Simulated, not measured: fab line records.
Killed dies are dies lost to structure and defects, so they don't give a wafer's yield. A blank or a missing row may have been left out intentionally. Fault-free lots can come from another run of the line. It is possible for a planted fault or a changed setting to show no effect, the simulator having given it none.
fab line records	flow nandHarc
record: lots: 5	wafers: 15	lastDay: 23
route steps=1159 shown A_M0@997 A_M1@1026 END@1159
lots that met no fault: from a run of the same line without faults
startH: hours from the record's first day to the start of the lot's first wafer shown	waitH: hours elapsed since this lot's preceding step	" same as the row above	L1.1+2: several wafers, shown together as one row	- no value, or no start given	* or withheld: withheld	< > ~ a bound
route shown NAME@n: names a module that has steps shown in the file, with the first one's number in the route	usual: average and standard deviation across the fault-free wafers	same: alike in all rows	chamber/n: place in a boat	sites: the reading at each site	_std_site: the values' standard deviation	_edge_site: outer sites' mean less inner sites'	radiusMm: how far each site lies from the wafer's centre	mask NAME#n: copy n	behind: the last tool/chamber to shape the wafer	hold: the reason the lot was held/the length of the hold in hours/how it ended	device: names the non-switching transistor (n, p or np)	end of line: tests of these same wafers at the route's end	a step given without rows: its recipe and nothing more	killed: count of dies lost to structure and defects at first sort (not the wafer's yield)	map: dies across one wafer; x = killed, . = not, _ = none there
set.NAME: the setting that was run; set.NAME@STEP: the one run at that earlier step	model.NAME: the simulator's own value behind a step, which no gauge read
lots seen at some steps along the route; tables by step, rows by wafer
services: the hour from which a tool's chamber was out of use, counted from the record's first day as startH (under 0 if before that day), plus the number of hours and why
== steps ==
step: NHARC_A_M0_COAT_33
recipe: tempC: 200	timeS: 65
step: NHARC_A_M0_COAT_03
recipe: spinRpm: 1500	resistThkNm: 90
step: NHARC_A_M0_SOFTBAKE_04
recipe: tempC: 105	timeS: 55
step: NHARC_A_M0_EBR_05
step: NHARC_A_M0_EXPOSE_06
recipe: na: 1.35	targetCdNm: 80	doseMj: 83.25	maskId: A_M0
step: NHARC_A_M0_PEB_07
recipe: pebTempC: 100	pebTimeS: 65
step: NHARC_A_M0_DEVELOP_08
recipe: developTimeS: 35	devTempC: 23
step: NHARC_A_M0_CD_MEAS_09
recipe: targetCdNm: 80	landingEnergyEv: 500
usual: cdNm: 80.3/0.97
lot.wafer	tool	chamber	startH	waitH	cdNm
L496.1	cdSem-02	0	415.76	-	80.4
L496.2	"	0	"	"	82.1
L496.5	"	0	"	"	80.7
L500.3	cdSem-02	0	446.28	-	80.4
L500.5	"	0	"	"	80.9
L500.6	"	0	"	"	82.0
L502.2	cdSem-03	0	448.12	-	80.1
L502.4	"	0	"	"	80.0
L502.6	"	0	"	"	80.9
L504.2	cdSem-02	0	465.73	-	80.4
L504.3	"	0	"	"	81.4
L504.6	"	0	"	"	80.6
L512.3	cdSem-01	0	497.70	-	79.9
L512.4	"	0	"	"	79.0
L512.5	"	0	"	"	80.5
step: NHARC_A_M0_OVL_MEAS_10
recipe: pitchNm: 160
usual: overlayXNm: 0.1/0.79	overlayYNm: -0.1/0.96
lot.wafer	tool	chamber	startH	waitH	overlayXNm	overlayYNm
L496.1	overlay-01	-	415.84	-	0.5	1.6
L496.2	"	-	"	"	1.2	2.0
L496.5	"	-	"	"	0.1	1.9
L500.3	overlay-01	-	446.36	-	-0.8	-0.5
L500.5	"	-	"	"	-0.7	-0.5
L500.6	"	-	"	"	-0.9	-1.0
L502.2	overlay-01	-	448.20	-	0.4	1.1
L502.4	"	-	"	"	-0.1	0.1
L502.6	"	-	"	"	-0.2	0.0
L504.2	overlay-02	-	465.82	-	0.5	-1.0
L504.3	"	-	"	"	0.5	-0.2
L504.6	"	-	"	"	1.0	-0.2
L512.3	overlay-01	-	497.78	-	-0.4	-1.5
L512.4	"	-	"	"	-0.2	-1.0
L512.5	"	-	"	"	-0.3	-1.4
step: NHARC_A_M0_INSPECT_11
usual: rawDefectCount: 30/15
lot.wafer	tool	chamber	startH	waitH	rawDefectCount
L496.1	defectInspect-02	-	415.88	0.0	10
L496.2	"	-	"	"	8
L496.5	"	-	"	"	7
L500.3	defectInspect-02	-	446.40	0.0	7
L500.5	"	-	"	"	15
L500.6	"	-	"	"	9
L502.2	defectInspect-02	-	448.25	0.1	35
L502.4	"	-	"	"	25
L502.6	"	-	"	"	30
L504.2	defectInspect-02	-	465.85	0.0	15
L504.3	"	-	"	"	20
L504.6	"	-	"	"	12
L512.3	defectInspect-02	-	497.84	0.1	25
L512.4	"	-	"	"	13
L512.5	"	-	"	"	12
step: NHARC_A_M0_DESCUM_14
recipe: timeS: 3	o2FlowSccm: 200	arFlowSccm: 0	biasPowerW: 0	chemistry: O2
usual: drypumpMotorCurrentA: 5.8/0.43	oesProductAu: 0.997/0.017	rfVppV: 57.8/1	showerheadPlenumPTorr: 1.94/0.087	throttleValvePct: 11.311/0.0091
lot.wafer	tool	chamber	startH	waitH	drypumpMotorCurrentA	oesProductAu	rfHoursCounterH	rfVppV	showerheadPlenumPTorr	throttleValvePct
L496.2	rieDiel-07	0	415.94	0.1	6.2	1.025	0	58.6	1.79	11.308
L496.1	"	1	"	"	6.7	0.978	0	57.4	1.90	11.318
L496.5	"	0	"	"	6.2	1.022	-	57.2	1.79	11.305
L500.3	rieDiel-06	0	446.45	0.1	5.8	0.994	2	57.3	1.81	11.307
L500.6	"	0	"	"	5.8	0.986	-	57.0	1.81	11.298
L500.5	"	2	"	"	5.3	1.011	-	56.2	1.97	11.309
L502.4	rieDiel-13	2	448.32	0.1	5.4	0.995	12	57.9	2.04	11.295
L502.2	"	0	"	"	5.4	0.974	12	58.5	1.96	11.314
L502.6	"	2	"	"	5.4	1.005	-	58.5	2.04	11.321
L504.2	rieDiel-13	3	465.91	0.1	6.1	0.980	0	57.2	1.80	11.301
L504.3	"	2	"	"	5.5	1.024	0	57.1	2.04	11.310
L504.6	"	3	"	"	6.1	0.963	-	56.6	1.80	11.317
L512.4	rieDiel-13	2	497.90	0.1	5.4	1.013	5	59.4	2.04	11.301
L512.3	"	3	"	"	6.1	0.976	5	56.6	1.80	11.319
L512.5	"	1	"	"	6.3	1.007	-	57.3	2.05	11.315
step: NHARC_A_M0_ETCH_34
recipe: targetDepthA: 400	overetchA: 120	timeS: 43.94	ionEnergyEv: 200	n2FlowSccm: 150	h2FlowSccm: 150	arFlowSccm: 0	rfW: 400	biasW: 150	chemistry: N2/H2
step: NHARC_A_M0_ETCH_15
recipe: targetDepthA: 1500	overetchA: 150	timeS: 82.5	c4f8FlowSccm: withheld	arFlowSccm: 400	rfW: 600	biasW: 300	chemistry: C4F8/Ar
usual: oesProductAu: 0.948/0.026	rfVppV: 442/3.1
lot.wafer	tool	chamber	startH	waitH	oesProductAu	rfHoursCounterH	rfVppV
L496.1	rieDiel-07	2	416.13	-	1.010	0	442
L496.2	"	3	"	"	0.957	0	441
L496.5	"	1	"	"	0.938	-	440
L500.3	rieDiel-06	1	446.67	-	0.952	2	440
L500.5	"	1	"	"	0.957	-	442
L500.6	"	2	"	"	0.969	-	444
L502.2	rieDiel-13	3	448.50	-	0.920	11	437
L502.4	"	0	"	"	0.918	12	443
L502.6	"	2	"	"	0.934	-	444
L504.3	rieDiel-13	3	466.12	-	0.934	0	437
L504.2	"	0	"	"	0.953	1	444
L504.6	"	2	"	"	0.971	-	444
L512.3	rieDiel-13	2	498.08	-	0.874	5	444
L512.4	"	3	"	"	0.948	5	437
L512.5	"	0	"	"	0.962	-	443
step: NHARC_A_M0_CD_MEAS_16
usual: cdNm: 80.4/1.2
lot.wafer	tool	chamber	startH	waitH	cdNm
L496.1	cdSem-01	-	416.24	-	79.8
L496.2	"	-	"	"	82.3
L496.5	"	-	"	"	80.4
L500.3	cdSem-01	-	446.80	-	79.8
L500.5	"	-	"	"	81.4
L500.6	"	-	"	"	81.7
L502.2	cdSem-02	-	448.61	-	80.6
L502.4	"	-	"	"	79.9
L502.6	"	-	"	"	82.3
L504.2	cdSem-01	-	466.26	-	80.0
L504.3	"	-	"	"	82.2
L504.6	"	-	"	"	80.1
L512.3	cdSem-03	-	498.20	-	79.6
L512.4	"	-	"	"	79.2
L512.5	"	-	"	"	81.3
step: NHARC_A_M0_STRIP_18
recipe: powerW: 1000	n2FlowSccm: 150	h2FlowSccm: 150	arFlowSccm: 0	biasW: 0	chemistry: N2/H2
usual: drypumpMotorCurrentA: 5.9/0.47	n2FlowSccm: 150.0/0.45	oesProductAu: 1.000/0.02	rfVppV: 90.8/0.82	showerheadPlenumPTorr: 2.04/0.086	throttleValvePct: 14.171/0.0087
lot.wafer	tool	chamber	startH	waitH	drypumpMotorCurrentA	n2FlowSccm	oesProductAu	rfHoursCounterH	rfVppV	showerheadPlenumPTorr	throttleValvePct
L496.1	rieDiel-07	1	416.32	0.1	6.7	149.8	0.977	0	91.2	2.02	14.163
L496.2	"	2	"	"	5.3	149.6	1.029	0	92.4	2.10	14.162
L496.5	"	2	"	"	5.3	149.4	1.024	-	90.7	2.10	14.180
L500.3	rieDiel-07	2	446.95	0.1	5.3	150.2	1.031	2	90.2	2.10	14.178
L500.5	"	3	"	"	6.2	150.2	0.983	-	90.4	2.04	14.168
L500.6	"	0	"	"	6.2	150.6	1.024	-	90.4	1.90	14.157
L502.2	rieDiel-13	3	448.69	0.1	6.2	150.6	1.001	11	90.5	1.92	14.172
L502.4	"	0	"	"	5.4	150.6	0.976	12	90.9	2.09	14.163
L502.6	"	0	"	"	5.4	150.2	0.979	-	90.3	2.09	14.179
L504.2	rieDiel-06	3	466.33	0.1	5.9	149.8	0.995	2	91.2	2.07	14.174
L504.3	"	2	"	"	5.3	150.3	1.009	3	92.3	2.10	14.173
L504.6	"	3	"	"	5.8	149.3	0.989	-	91.3	2.07	14.189
L512.4	rieDiel-07	3	498.32	0.1	6.2	150.3	0.962	7	88.6	2.04	14.177
L512.3	"	0	"	"	6.3	150.1	1.013	7	89.0	1.90	14.155
L512.5	"	1	"	"	6.7	149.1	0.990	-	90.4	2.02	14.155
step: NHARC_A_M0_STRIP_19
recipe: timeS: 600	tempC: 30	chemistry: postEtchResidueRemover
step: NHARC_A_M0_DEGAS_28
recipe: tempC: 250	timeS: 60
usual: heaterPowerW: 341/31	susceptorTempC: 250.01/0.17
lot.wafer	tool	chamber	startH	waitH	heaterPowerW	susceptorTempC
L496.1	pvdSputter-03	-	416.86	-	342	249.83
L496.2	"	-	"	"	330	250.12
L496.5	"	-	"	"	331	250.00
L500.3	pvdSputter-03	-	447.43	-	327	250.12
L500.6	"	-	"	"	335	249.90
L500.5	"	-	"	"	351	250.02
L502.2	pvdSputter-01	-	449.23	-	316	250.08
L502.4	"	-	"	"	301	250.17
L502.6	"	-	"	"	292	250.10
L504.2	pvdSputter-02	-	466.87	-	389	250.29
L504.3	"	-	"	"	340	250.18
L504.6	"	-	"	"	339	250.17
L512.4	pvdSputter-01	-	498.82	-	295	250.33
L512.3	"	-	"	"	342	250.26
L512.5	"	-	"	"	415	250.09
step: NHARC_A_M0_PRE_CLEAN_29
recipe: timeS: 30	tempC: 280	gas: H2/He
usual: heaterPowerW: 420/38	susceptorTempC: 280.00/0.19
lot.wafer	tool	chamber	startH	waitH	heaterPowerW	susceptorTempC
L496.1	pvdSputter-03	-	-	-	384	280.24
L496.2	"	-	"	"	395	280.17
L496.5	"	-	"	"	419	279.83
L500.3	pvdSputter-03	-	-	-	428	279.89
L500.6	"	-	"	"	430	280.06
L500.5	"	-	"	"	409	279.87
L502.2	pvdSputter-01	-	-	-	392	279.84
L502.4	"	-	"	"	414	279.78
L502.6	"	-	"	"	502	279.99
L504.2	pvdSputter-02	-	-	-	410	279.79
L504.3	"	-	"	"	434	280.25
L504.6	"	-	"	"	408	279.92
L512.3	pvdSputter-01	-	-	-	363	280.25
L512.4	"	-	"	"	411	279.92
L512.5	"	-	"	"	410	280.15
step: NHARC_A_M0_PVD_20
recipe: targetThkA: 50	biasV: 168.6	powerW: 15000	chamberPressurePa: 0.12	timeS: 8.06	substrateTempC: 50	material: TaN
step: NHARC_A_M0_PVD_21
recipe: targetThkA: 300	chamberPressurePa: 5	powerW: 5000	substrateTempC: 30	timeS: 20.49	material: Cu
usual: throttleValvePct: 30.0/1.2
lot.wafer	tool	chamber	startH	waitH	throttleValvePct
L496.2	pvdSputter-03	-	-	-	27.6
L496.1	"	-	"	"	30.2
L496.5	"	-	"	"	27.4
L500.3	pvdSputter-03	-	-	-	27.2
L500.5	"	-	"	"	30.1
L500.6	"	-	"	"	27.4
L502.2	pvdSputter-01	-	-	-	30.0
L502.4	"	-	"	"	31.1
L502.6	"	-	"	"	30.6
L504.3	pvdSputter-02	-	-	-	31.4
L504.2	"	-	"	"	28.7
L504.6	"	-	"	"	32.1
L512.4	pvdSputter-01	-	-	-	28.8
L512.3	"	-	"	"	30.8
L512.5	"	-	"	"	28.9
step: NHARC_A_M0_ECD_22
recipe: targetThkA: 4000	bathTempC: 25	material: Cu
step: NHARC_A_M0_ANNEAL_30
recipe: tempC: 225	timeS: 90
step: NHARC_A_M0_CMP_23
recipe: tOverpolishS: 20	targetThkNm: 113.75
step: NHARC_A_M0_SRD_25
step: NHARC_A_M0_INSPECT_27
usual: rawDefectCount: 442/130
lot.wafer	tool	chamber	startH	waitH	rawDefectCount
L496.1	defectInspect-02	-	418.45	0.0	332
L496.2	"	-	"	"	309
L496.5	"	-	"	"	435
L500.3	defectInspect-01	-	448.97	0.0	453
L500.5	"	-	"	"	416
L500.6	"	-	"	"	358
L502.2	defectInspect-01	-	451.22	0.0	439
L502.4	"	-	"	"	240
L502.6	"	-	"	"	328
L504.2	defectInspect-02	-	468.43	0.0	458
L504.3	"	-	"	"	446
L504.6	"	-	"	"	439
L512.3	defectInspect-02	-	500.36	0.0	346
L512.4	"	-	"	"	374
L512.5	"	-	"	"	483
step: NHARC_A_M0_PRE_CLEAN_31
recipe: timeS: 12	tempC: 370	rfPowerW: 300	gas: NH3
step: NHARC_A_M0_DEP_32
recipe: targetThkA: 300	tempC: 370	targetThkNm: 30	pressureTorr: 3	flowSccm: 200	rfW: 450	material: SiCN
step: NHARC_A_M1_DEP_00
recipe: targetThkA: 1825	targetThkNm: 182.5	tempC: withheld	pressureTorr: 5	flowSccm: 200	rfW: 600	material: SiOC
step: NHARC_A_M1_DEHYDRATE_01
recipe: tempC: 150	timeS: 120
step: NHARC_A_M1_HMDS_02
recipe: timeS: 30
step: NHARC_A_M1_COAT_34
recipe: tempC: 200	timeS: 65
step: NHARC_A_M1_COAT_03
recipe: spinRpm: 1500	resistThkNm: 90
step: NHARC_A_M1_SOFTBAKE_04
recipe: tempC: 105	timeS: 55
step: NHARC_A_M1_EBR_05
step: NHARC_A_M1_EXPOSE_06
recipe: na: 1.35	targetCdNm: 120	doseMj: 75.13	maskId: A_M1
step: NHARC_A_M1_PEB_07
recipe: pebTempC: 100	pebTimeS: 65
step: NHARC_A_M1_DEVELOP_08
recipe: developTimeS: 35	devTempC: 23
step: NHARC_A_M1_CD_MEAS_09
recipe: targetCdNm: 120	landingEnergyEv: 500
usual: cdNm: 120.1/0.66
lot.wafer	tool	chamber	startH	waitH	cdNm
L496.1	cdSem-02	0	420.78	-	120.1
L496.2	"	0	"	"	119.1
L496.5	"	0	"	"	118.8
L500.3	cdSem-03	0	450.24	-	119.7
L500.5	"	0	"	"	119.5
L500.6	"	0	"	"	120.5
L502.2	cdSem-02	0	452.74	-	118.2
L502.4	"	0	"	"	118.6
L502.6	"	0	"	"	119.8
L504.2	cdSem-01	0	469.70	-	119.3
L504.3	"	0	"	"	120.0
L504.6	"	0	"	"	118.9
L512.4	cdSem-02	0	501.76	-	121.2
L512.5	"	0	"	"	120.1
step: NHARC_A_M1_OVL_MEAS_10
recipe: pitchNm: 240
usual: overlayXNm: -0.2/0.88	overlayYNm: 0.0/0.61
lot.wafer	tool	chamber	startH	waitH	overlayXNm	overlayYNm
L496.1	overlay-02	-	420.87	-	0.0	-0.4
L496.2	"	-	"	"	-0.2	-0.1
L496.5	"	-	"	"	0.1	0.4
L500.3	overlay-02	-	450.34	-	0.0	-0.4
L500.5	"	-	"	"	0.0	-0.3
L500.6	"	-	"	"	-0.5	-0.5
L502.2	overlay-02	-	452.82	-	-0.2	0.1
L502.4	"	-	"	"	-0.5	-0.1
L502.6	"	-	"	"	-1.1	0.4
L504.2	overlay-02	-	469.79	-	-1.7	-0.4
L504.3	"	-	"	"	-2.5	-0.1
L504.6	"	-	"	"	-1.7	-0.3
L512.4	overlay-02	-	501.85	-	0.4	0.3
L512.5	"	-	"	"	0.2	0.1
step: NHARC_A_M1_INSPECT_11
usual: rawDefectCount: 30/15
lot.wafer	tool	chamber	startH	waitH	rawDefectCount
L496.1	defectInspect-02	-	420.91	0.0	10
L496.2	"	-	"	"	12
L496.5	"	-	"	"	15
L500.3	defectInspect-02	-	450.38	0.0	6
L500.5	"	-	"	"	15
L500.6	"	-	"	"	8
L502.2	defectInspect-02	-	452.86	0.0	39
L502.4	"	-	"	"	24
L502.6	"	-	"	"	34
L504.2	defectInspect-02	-	469.83	0.0	16
L504.3	"	-	"	"	16
L504.6	"	-	"	"	11
L512.4	defectInspect-02	-	501.89	0.0	13
L512.5	"	-	"	"	10
step: NHARC_END_SORT_01
recipe: tempC: 25
usual: defectLimitedYield: 95.7/1.5	killedAtArray: 25/10	killedAtOther: 0.6/0.91	killedAtPeriphery: 3.6/2.9	killedDies: 29/10	killedOpen: 3.3/2	killedShort: 1.9/1.5	sort_bin_2_pct: 1.3/0.61	sort_bin_3_pct: 0.26/0.19	sort_bin_4_pct: 2.7/1	sortNPass: 648/10	sortRimYieldPct: 94/3.2	sortYieldPct: 95.7/1.5
same: grossDies: 677	sort_bin_5_pct[%]: 0	sort_bin_6_pct[%]: 0	sort_bin_7_pct[%]: 0	sort_bin_8_pct[%]: 0	sortRimNGross: 106.00
lot.wafer	tool	chamber	startH	waitH	defectLimitedYield[%]	killedAtArray	killedAtOther	killedAtPeriphery	killedDies	killedOpen	killedShort	sort_bin_2_pct[%]	sort_bin_3_pct[%]	sort_bin_4_pct[%]	sortNPass	sortRimYieldPct[%]	sortYieldPct[%]
L496.1	prober-01	0	459.69	2.5	97.3	13	0	5	18	3	4	0.3	0.15	2.2	659	97	97.3
L496.2	prober-01	0	460.49	2.8	97.8	14	0	1	15	4	1	0.7	0.15	1.3	662	98	97.8
L496.5	prober-01	0	462.91	3.7	97.9	11	1	2	14	2	1	0	0	2.1	663	97	97.9
L500.3	prober-02	0	485.49	3.1	98.2	9	0	3	12	2	1	0.3	0.15	1.3	665	97	98.2
L500.5	prober-02	0	487.09	3.7	96.5	16	1	7	24	2	1	1.3	0.15	2.1	653	98	96.5
L500.6	prober-02	0	487.90	4.0	97.5	13	0	4	17	4	2	0.9	0.15	1.5	660	99	97.5
L502.2	prober-02	0	500.24	2.8	94.5	31	0	6	37	4	1	1.8	0.44	3.2	640	98	94.5
L502.4	prober-02	0	501.84	3.4	95.3	22	0	10	32	5	0	1.2	0.30	3.2	645	95	95.3
L502.6	prober-02	0	503.43	4.0	93.8	32	0	10	42	1	4	1.6	0.74	3.8	635	94	93.8
L504.2	prober-01	0	508.08	2.8	97.5	15	2	0	17	2	2	0.9	0.30	1.3	660	97	97.5
L504.3	prober-01	0	508.88	3.1	96.6	16	1	6	23	1	1	1.2	0.30	1.9	654	97	96.6
L504.6	prober-01	0	511.29	4.0	97.2	16	3	0	19	3	3	0.3	0.30	2.2	658	98	97.2
L512.3	prober-01	0	541.91	3.1	0	672	1	4	677	2	5	96.6	0.44	3.0	0	0	0
L512.4	prober-01	0	542.70	3.4	97.6	15	0	1	16	1	2	0.6	0	1.8	661	96	97.6
L512.5	prober-01	0	543.49	3.7	97.8	13	0	2	15	2	1	1.0	0.15	1.0	662	95	97.8
killed by level:class
L496.1 A_ZERO_WELL:chamberFilmFlake=3 A_CHANNEL_HOLE_D1:chamberFilmFlake=3 P_STI:chamberFilmFlake=2 P_CONTACT:geometricParticle:short=1 P_M0:geometricParticle:open=1 P_M0:geometricParticle:short=1 A_CHANNEL_FILL_D1:geometricParticle:short=1 A_STAIRCASE:geometricParticle:short=1
L496.2 A_M0:chamberFilmFlake=4 A_ZERO_WELL:chamberFilmFlake=2 A_CONTACT:chamberFilmFlake=2 A_M1:geometricParticle:short=1 A_CHANNEL_FILL_D1:geometricParticle:open=1 A_WL_FILL:geometricParticle:open=1 A_CONTACT:geometricParticle:open=1 A_M1:geometricParticle:open=1
L496.5 A_CHANNEL_HOLE_D1:chamberFilmFlake=4 A_M0:chamberFilmFlake=3 A_STAIRCASE:chamberFilmFlake=2 P_GATE:geometricParticle:open=1 A_CONTACT:geometricParticle:open=1 A_M0:geometricParticle:short=1 P_STI:chamberFilmFlake=1 THIN_TSV:chamberFilmFlake=1
L500.3 A_CHANNEL_HOLE_D1:chamberFilmFlake=3 A_STAIRCASE:chamberFilmFlake=2 A_SGD_CUT:chamberFilmFlake=2 P_CONTACT:geometricParticle:open=1 A_CHANNEL_FILL_D1:geometricParticle:short=1 A_BLC:geometricParticle:open=1 P_ZERO_WELL:chamberFilmFlake=1 P_CONTACT:chamberFilmFlake=1
L500.5 A_CHANNEL_HOLE_D1:chamberFilmFlake=8 P_CONTACT:chamberFilmFlake=4 A_STAIRCASE:chamberFilmFlake=4 P_STI:chamberFilmFlake=2 A_SGD_CUT:chamberFilmFlake=2 P_CONTACT:geometricParticle:open=1 A_CHANNEL_FILL_D1:geometricParticle:short=1 A_CONTACT:geometricParticle:open=1
L500.6 A_CHANNEL_HOLE_D1:chamberFilmFlake=3 A_CONTACT:geometricParticle:open=2 P_GATE:chamberFilmFlake=2 A_SGD_CUT:chamberFilmFlake=2 P_CONTACT:geometricParticle:open=1 A_ONON_D1:geometricParticle:short=1 A_CHANNEL_HOLE_D1:geometricParticle:short=1 A_SGD_CUT:geometricParticle:open=1
L502.2 A_CHANNEL_HOLE_D1:chamberFilmFlake=18 P_CONTACT:chamberFilmFlake=4 A_CONTACT:chamberFilmFlake=3 A_M0:geometricParticle:open=2 A_CHANNEL_FILL_D1:chamberFilmFlake=2 A_STAIRCASE:chamberFilmFlake=2 A_WL_FILL:chamberFilmFlake=2 P_M0:geometricParticle:open=1
L502.4 A_CHANNEL_HOLE_D1:chamberFilmFlake=14 P_CONTACT:chamberFilmFlake=5 A_STAIRCASE:chamberFilmFlake=3 P_CONTACT:geometricParticle:open=2 A_WL_FILL:chamberFilmFlake=2 P_M0:geometricParticle:open=1 A_CHANNEL_HOLE_D1:geometricParticle:open=1 A_BLC:geometricParticle:open=1
L502.6 A_CHANNEL_HOLE_D1:chamberFilmFlake=21 P_STI:chamberFilmFlake=4 P_CONTACT:chamberFilmFlake=4 A_STAIRCASE:chamberFilmFlake=3 A_M0:geometricParticle:short=2 A_WL_FILL:chamberFilmFlake=2 A_ONON_D1:geometricParticle:open=1 A_CHANNEL_HOLE_D1:geometricParticle:short=1
L504.2 A_CHANNEL_HOLE_D1:chamberFilmFlake=6 A_STAIRCASE:chamberFilmFlake=3 A_M0:geometricParticle:open=2 THIN_TSV:chamberFilmFlake=2 A_ONON_D1:geometricParticle:short=1 A_CONTACT:geometricParticle:short=1 A_CONTACT:chamberFilmFlake=1 A_M0:chamberFilmFlake=1
L504.3 A_CHANNEL_HOLE_D1:chamberFilmFlake=4 A_CONTACT:chamberFilmFlake=4 P_M1:chamberFilmFlake=3 A_STAIRCASE:chamberFilmFlake=3 P_GATE:chamberFilmFlake=2 A_WL_FILL:geometricParticle:short=1 A_CONTACT:geometricParticle:open=1 P_STI:chamberFilmFlake=1
L504.6 A_STAIRCASE:chamberFilmFlake=3 A_WL_FILL:chamberFilmFlake=3 A_CONTACT:chamberFilmFlake=3 THIN_TSV:chamberFilmFlake=3 A_CHANNEL_FILL_D1:geometricParticle:open=2 A_WL_FILL:geometricParticle:short=2 A_CONTACT:geometricParticle:open=1 A_CONTACT:geometricParticle:short=1
L512.3 A_M0:areaEtch=648 A_CHANNEL_HOLE_D1:chamberFilmFlake=9 A_STAIRCASE:chamberFilmFlake=4 A_CONTACT:chamberFilmFlake=3 A_BLC:chamberFilmFlake=3 P_GATE:chamberFilmFlake=2 P_CONTACT:geometricParticle:open=1 P_M0:geometricParticle:short=1
L512.4 A_CHANNEL_HOLE_D1:chamberFilmFlake=5 A_BONDPAD:chamberFilmFlake=3 A_CONTACT:chamberFilmFlake=2 A_CHANNEL_HOLE_D1:geometricParticle:short=1 A_CONTACT:geometricParticle:open=1 A_CONTACT:geometricParticle:short=1 P_GATE:chamberFilmFlake=1 A_CHANNEL_FILL_D1:chamberFilmFlake=1
L512.5 A_CONTACT:chamberFilmFlake=5 P_GATE:chamberFilmFlake=2 A_CHANNEL_HOLE_D1:chamberFilmFlake=2 A_WL_FILL:chamberFilmFlake=2 A_SGD_CUT:geometricParticle:short=1 A_CONTACT:geometricParticle:open=1 A_M0:geometricParticle:open=1 A_STAIRCASE:chamberFilmFlake=1
map L512.3 (x killed, . not)
____________x____________
_________xxxxxxx_________
_______xxxxxxxxxxx_______
______xxxxxxxxxxxxx______
_____xxxxxxxxxxxxxxx_____
____xxxxxxxxxxxxxxxxx____
____xxxxxxxxxxxxxxxxx____
___xxxxxxxxxxxxxxxxxxx___
___xxxxxxxxxxxxxxxxxxx___
__xxxxxxxxxxxxxxxxxxxxx__
__xxxxxxxxxxxxxxxxxxxxx__
_xxxxxxxxxxxxxxxxxxxxxxx_
_xxxxxxxxxxxxxxxxxxxxxxx_
_xxxxxxxxxxxxxxxxxxxxxxx_
_xxxxxxxxxxxxxxxxxxxxxxx_
_xxxxxxxxxxxxxxxxxxxxxxx_
xxxxxxxxxxxxxxxxxxxxxxxxx
xxxxxxxxxxxxxxxxxxxxxxxxx
xxxxxxxxxxxxxxxxxxxxxxxxx
xxxxxxxxxxxxxxxxxxxxxxxxx
xxxxxxxxxxxxxxxxxxxxxxxxx
_xxxxxxxxxxxxxxxxxxxxxxx_
_xxxxxxxxxxxxxxxxxxxxxxx_
_xxxxxxxxxxxxxxxxxxxxxxx_
_xxxxxxxxxxxxxxxxxxxxxxx_
_xxxxxxxxxxxxxxxxxxxxxxx_
__xxxxxxxxxxxxxxxxxxxxx__
__xxxxxxxxxxxxxxxxxxxxx__
___xxxxxxxxxxxxxxxxxxx___
___xxxxxxxxxxxxxxxxxxx___
____xxxxxxxxxxxxxxxxx____
____xxxxxxxxxxxxxxxxx____
_____xxxxxxxxxxxxxxx_____
______xxxxxxxxxxxxx______
_______xxxxxxxxxxx_______
_________xxxxxxx_________
____________x____________
map L502.6 (x killed, . not)
____________.____________
_________......._________
_______..........._______
______.........x...______
_____.............x._____
____.................____
____.................____
___...................___
___...................___
__.....................__
__.....................__
_.............x.......x._
_......................._
_.........x....x........_
_......................._
_......................._
........xxxx.............
...........x...x.........
.....x......x.xx......x..
...........x..xx.........
........x..x...........x.
_.........xxxxx........._
_......................._
_.........x.x.x........x_
_..........xx.x........._
_......................._
__.....................__
__.....................__
___...................___
___.......xx..........___
____.................____
____........xx.......____
_____..............._____
______.x...........______
_______........xx._______
_________......._________
____________.____________
== services ==
tool	chamber	startH	hours	kind
pvdSputter-02	-	392.00	10.0	pm
rieDiel-13	0	395.96	3.3	repair
rieDiel-07	-	405.20	9.0	pm
rieDiel-13	0	407.50	-	clean
rieDiel-13	1	407.50	-	clean
rieDiel-13	2	407.50	-	clean
rieDiel-13	3	407.50	-	clean
rieDiel-06	-	418.20	9.0	pm
pvdSputter-02	-	428.71	2.8	repair
rieDiel-06	2	430.47	4.1	repair
rieDiel-13	0	432.00	-	clean
rieDiel-13	1	432.00	-	clean
rieDiel-13	2	432.00	-	clean
rieDiel-13	3	432.00	-	clean
rieDiel-06	3	442.27	10.6	repair
rieDiel-13	-	453.00	9.0	pm
rieDiel-13	0	453.00	9.0	ventCycle
rieDiel-13	1	453.00	9.0	ventCycle
rieDiel-13	2	453.00	9.0	ventCycle
rieDiel-13	3	453.00	9.0	ventCycle
pvdSputter-03	-	458.08	10.0	pm
rieDiel-13	1	464.85	20.2	repair
rieDiel-07	-	465.82	0.5	repair
rieDiel-07	-	492.08	0.6	repair
== key ==
firstSign: step: NHARC_END_SORT_01	reading: sort_bin_2_pct	direction: up	sigmas: 99+	usual: 1.3	struck: 96.6
effect: step: NHARC_END_SORT_01	reading: sortYieldPct	direction: down	sigmas: 63	usual: 95.7	struck: 0
moreKillsBornAt: NHARC_A_M0_ETCH_15@rieDiel-13: 648
metAt NHARC_A_M0_ETCH_15
struckWafers L512.3
laterRowsLeftOut L512.3
onsetBetween 466.12 498.08
fault: kind: processParameterDrift	tool: rieDiel-13	chamber: -	onsetH: 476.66	steps: NHARC_A_M0_ETCH_15	channel: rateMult	offset: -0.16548	shape: step	endH: 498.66	scope: struckWafersOnly
laterRowsLeftOut: the simulator's readings of these wafers behind a module that went badly wrong aren't trusted and aren't shown, but for the sort
